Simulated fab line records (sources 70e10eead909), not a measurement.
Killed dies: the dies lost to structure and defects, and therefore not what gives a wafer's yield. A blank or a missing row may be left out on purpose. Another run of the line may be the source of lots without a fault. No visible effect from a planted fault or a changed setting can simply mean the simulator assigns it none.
2 desks looking at one fault | flow nand harc | every desk sees just its own numbers, and what lay behind them comes last

## DESK OF THE TOOL OWNER: pecvd-04
The tool's own readings at NHARC_A_ONON_D2_DEP_33 (deposits SiO2, target thk 200 nm): means of the sampled wafers that have a number, for each lot that ran on this tool. If a lot's mean is further than 4 standard deviations from the usual mean, the lot is out of limits and carries the mark OUT (the distance appears in the brackets).
Columns: A = heater power w at NHARC_A_ONON_D2_DEP_33, usual 551 W; B = mfc precursor sccm at NHARC_A_ONON_D2_DEP_33, usual 161.4 sccm; C = rf fwd power W at NHARC_A_ONON_D2_DEP_33, usual 898.1 W; D = throttle valve pct at NHARC_A_ONON_D2_DEP_33, usual 15.9 %
lot  | first seen here | A   | B               | C     | D
L822 | day 13 03:23    | 545 | 161.3           | 897.3 | 15.7
L834 | day 18 00:46    | 497 | 131.5 (-65) OUT | 897.0 | 15.6
L835 | day 18 01:02    | 505 | 131.9 (-64) OUT | 898.0 | 15.6
Finding of this desk: L834, L835 out of limits; the first was L834 at day 18 00:46, on mfc precursor sccm at NHARC_A_ONON_D2_DEP_33. Within limits: L822.

## METROLOGY DESK
Means of the sampled wafers that have a number, per lot and without regard to the tool the lot ran on: this is what the gauges read. If a lot's mean is further than 4 standard deviations from the usual mean, the lot is out of limits and carries the mark OUT (the distance appears in the brackets).
Columns: A = cd nm at NHARC_A_CHANNEL_HOLE_D1_CD_MEAS_30, usual 89.5 nm; B = thk nm at NHARC_A_ONON_D2_THK_MEAS_34, usual 199.5 nm
lot  | first seen here | A    | B
L822 | day 9 00:27     | 89.1 | 200.4
L823 | day 9 00:49     | 88.8 | 196.0
L824 | day 9 14:59     | 89.4 | 200.3
L834 | day 13 14:35    | 89.6 | 163.0 (-14) OUT
L835 | day 14 03:31    | 90.9 | 162.8 (-14) OUT
L837 | day 15 07:40    | 89.2 | 199.9
L839 | day 15 19:29    | 90.8 | 201.0
L840 | day 16 08:29    | 89.2 | 199.1
L841 | day 16 18:22    | 90.2 | 198.6
L842 | day 17 10:11    | 89.4 | 198.5
L844 | day 17 22:21    | 88.5 | 198.5
L845 | day 18 06:04    | 90.8 | 199.4
Finding of this desk: L834, L835 out of limits; the first was L834 at day 18 01:11, on thk nm at NHARC_A_ONON_D2_THK_MEAS_34. Within limits: L822, L823, L824, L837, L839, L840, L841, L842, L844, L845.

## ALL TOGETHER
An alarm could have come from the tool owner's desk at day 18 00:46, on L834, L835.
On L834, L835, the metrology desk was in a position to raise an alarm at day 18 01:11.
The lots listed all ran NHARC_A_ONON_D2_DEP_33 on pecvd-04.

## WHAT THE SIMULATOR PUT IN
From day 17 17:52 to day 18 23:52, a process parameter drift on pecvd-04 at NHARC_A_ONON_D2_DEP_33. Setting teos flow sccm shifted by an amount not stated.
Lots struck among those shown: L834, L835.
Hours from the fault's start to each desk's first reading out of limits: the tool owner's desk, 7; the metrology desk, 7.
